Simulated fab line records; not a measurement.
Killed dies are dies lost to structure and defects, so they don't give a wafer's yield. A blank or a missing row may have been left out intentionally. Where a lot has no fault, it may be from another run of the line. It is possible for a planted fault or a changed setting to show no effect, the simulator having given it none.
Which of the tools did it?    flow nand-harc    at 1 step of a route of 1302, 12 lots with 36 wafers sampled

## WHAT THE GAUGES READ, wafer by wafer
NHARC_A_BLC_CD_MEAS_19.
lot   measured      on         cd-nm (nm)
L827  day 23 00:49  cd-sem-02  100.7 103.4 102.1
L828  day 23 15:35  cd-sem-03  100.0 101.7 101.3
L829  day 24 06:34  cd-sem-02  100.2 103.1 101.0
L833  day 25 09:46  cd-sem-02  99.6 102.6 101.6
L831  day 25 12:13  cd-sem-03  98.9 101.9 98.4
L835  day 27 01:11  cd-sem-01  101.5 100.2 100.0
L837  day 27 18:04  cd-sem-02  103.7 103.4 101.7
L842  day 28 20:46  cd-sem-02  99.1 105.7 100.4
L840  day 28 23:53  cd-sem-02  98.0 100.2 101.8
L844  day 30 22:29  cd-sem-01  103.9 99.5 100.2
L847  day 32 11:47  cd-sem-02  102.1 98.6 100.0
L848  day 32 13:17  cd-sem-01  102.6 101.9 99.9

## WHICH TOOL RAN EACH LOT (tool, then ch and the chambers of the sampled wafers, then the start)
Before these readings, the record contains no process step.

## AS READ BY THE TOOLS THEMSELVES (means over the sampled wafers that have a number; for cases with no such wafer, the mark the record gives instead)
The record holds no such reading with a usual standard deviation.

## THE ANSWER, worked out from the rows above alone
Rule: what is usual is taken from the lots themselves. Put in order of their means at a reading, lots are off if they are a third of the lots or fewer, leave a main group of 4 or more, and stand apart from it by a gap of 3 or more times the standard deviation of the main group's means; of several such gaps the widest counts. If all means in a main group match to the digits the tables above print for the reading, that group is not used. Also off: a lot with no number at a reading for which 4 or more lots have one. Where the step has rows for the other lots, those lots are counted as sound. After the gauges, taken in route order, come the tools' own readings; for these a lot's mean is taken, as printed above. At the first step where some lot is off, the reading lying furthest off is the one used; lots without a number count as furthest.
No lot is off on any of the readings shown, so nothing can be concluded from this.

## WHAT THE SIMULATOR HAD INSERTED
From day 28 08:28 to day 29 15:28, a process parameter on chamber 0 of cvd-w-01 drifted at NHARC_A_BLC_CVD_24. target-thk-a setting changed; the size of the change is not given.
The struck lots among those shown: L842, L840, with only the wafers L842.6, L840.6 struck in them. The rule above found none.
